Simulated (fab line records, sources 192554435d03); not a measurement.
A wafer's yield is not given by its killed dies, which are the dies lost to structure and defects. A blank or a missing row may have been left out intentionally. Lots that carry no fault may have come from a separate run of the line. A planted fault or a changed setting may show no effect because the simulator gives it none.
Matching of chambers / flow n5 finfet / N5_GATE_CUT_DESCUM_18 on rie diel-06 has 4 sister chambers
The step chemistry O2, time 7 s. 8 wafers are shown with their chamber, then 10 later ones without.

== EACH WAFER AND ITS CHAMBER ==
wafer=L080.5; chamber=3; oes product au (a.u.)=0.94; throttle valve pct (%)=20.0
wafer=L086.3; chamber=3; oes product au (a.u.)=0.93; throttle valve pct (%)=20.1
wafer=L087.2; chamber=1; oes product au (a.u.)=0.69; throttle valve pct (%)=20.5
wafer=L090.2; chamber=0; oes product au (a.u.)=0.82; throttle valve pct (%)=20.2
wafer=L090.4; chamber=1; oes product au (a.u.)=0.68; throttle valve pct (%)=20.6
wafer=L090.5; chamber=2; oes product au (a.u.)=0.90; throttle valve pct (%)=19.8
wafer=L091.1; chamber=0; oes product au (a.u.)=0.82; throttle valve pct (%)=20.3
wafer=L091.2; chamber=2; oes product au (a.u.)=0.90; throttle valve pct (%)=19.8

== WAFERS WHOSE CHAMBER IS MISSING ==
wafer=L091.4; oes product au (a.u.)=0.91; throttle valve pct (%)=20.1
wafer=L093.1; oes product au (a.u.)=0.81; throttle valve pct (%)=20.2
wafer=L093.5; oes product au (a.u.)=0.68; throttle valve pct (%)=20.6
wafer=L093.6; oes product au (a.u.)=0.89; throttle valve pct (%)=19.8
wafer=L095.2; oes product au (a.u.)=0.81; throttle valve pct (%)=20.2
wafer=L095.3; oes product au (a.u.)=0.88; throttle valve pct (%)=19.8
wafer=L095.5; oes product au (a.u.)=0.90; throttle valve pct (%)=20.1
wafer=L097.1; oes product au (a.u.)=0.88; throttle valve pct (%)=19.8
wafer=L097.2; oes product au (a.u.)=0.67; throttle valve pct (%)=20.6
wafer=L097.4; oes product au (a.u.)=0.90; throttle valve pct (%)=20.1

== THE CHAMBER EACH PASSED THROUGH ==
wafer=L091.4; from the rows above=can't be placed: 3 or 2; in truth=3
wafer=L093.1; from the rows above=0; in truth=0
wafer=L093.5; from the rows above=1; in truth=1
wafer=L093.6; from the rows above=2; in truth=2
wafer=L095.2; from the rows above=0; in truth=0
wafer=L095.3; from the rows above=2; in truth=2
wafer=L095.5; from the rows above=2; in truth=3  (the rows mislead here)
wafer=L097.1; from the rows above=2; in truth=2
wafer=L097.2; from the rows above=1; in truth=1
wafer=L097.4; from the rows above=2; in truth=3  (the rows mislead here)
Placed correctly: 7 of 10. Can't be placed from these rows: 1 (the true chamber is among the candidates in 1). 2 placed wrongly.
How it was worked out, from the rows above alone: a wafer's distance from a chamber is the root of the sum, over the readings, of the square of ((its reading less the chamber's mean) divided by the reading's scatter). If the next closest chamber is less than 2 further off than the closest, the wafer can't be placed; otherwise it belongs to the closest. A chamber's mean is the mean of its shown wafers. The scatter: the root of (the sum of the squares of (reading less its chamber's mean) over the shown wafers, divided by (wafers less chambers)).
